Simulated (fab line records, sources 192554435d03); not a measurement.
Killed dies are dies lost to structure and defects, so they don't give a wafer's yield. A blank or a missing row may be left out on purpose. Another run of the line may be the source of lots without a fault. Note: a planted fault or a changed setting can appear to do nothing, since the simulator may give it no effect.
Chamber matching / flow n5 finfet / N5_HKMG_FIN_ALD_74 on ald hk-03: 4 sister chambers
The step deposits La2O3, target thk 0.5 nm, pulse time 6 s, co reactant pulse time 1 s. 4 wafers are shown with their chamber, then 7 later ones without.

WAFERS, EACH WITH ITS CHAMBER
wafer=L077.1; chamber=0; heater power w (W)=383
wafer=L089.5; chamber=3; heater power w (W)=430
wafer=L090.2; chamber=1; heater power w (W)=309
wafer=L090.3; chamber=2; heater power w (W)=326

WAFERS WITHOUT THEIR CHAMBER
wafer=L090.5; heater power w (W)=374
wafer=L092.2; heater power w (W)=365
wafer=L092.4; heater power w (W)=441
wafer=L092.5; heater power w (W)=437
wafer=L093.3; heater power w (W)=324
wafer=L093.5; heater power w (W)=308
wafer=L093.6; heater power w (W)=326

CHAMBER TAKEN BY EACH
wafer=L090.5; from the rows above=0; in truth=0
wafer=L092.2; from the rows above=0; in truth=0
wafer=L092.4; from the rows above=3; in truth=3
wafer=L092.5; from the rows above=3; in truth=3
wafer=L093.3; from the rows above=can't be placed: 2 or 1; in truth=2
wafer=L093.5; from the rows above=can't be placed: 1 or 2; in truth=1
wafer=L093.6; from the rows above=can't be placed: 2 or 1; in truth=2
4 of 7 placed correctly. Not placeable from these rows: 3 (in 3, the candidates include the true chamber). Placed wrongly: 0.
How it was worked out, from the rows above alone: a wafer's distance from a chamber is the root of the sum, over the readings, of the square of ((its reading less the chamber's mean) divided by the reading's scatter). If the next closest chamber is less than 2 further off than the closest, the wafer can't be placed; otherwise it belongs to the closest. For every chamber, the mean is computed from those of its wafers that are shown. The scatter (one wafer shown for each chamber): square how far every hidden wafer sits from the nearest shown wafer, average those squares and take the square root.
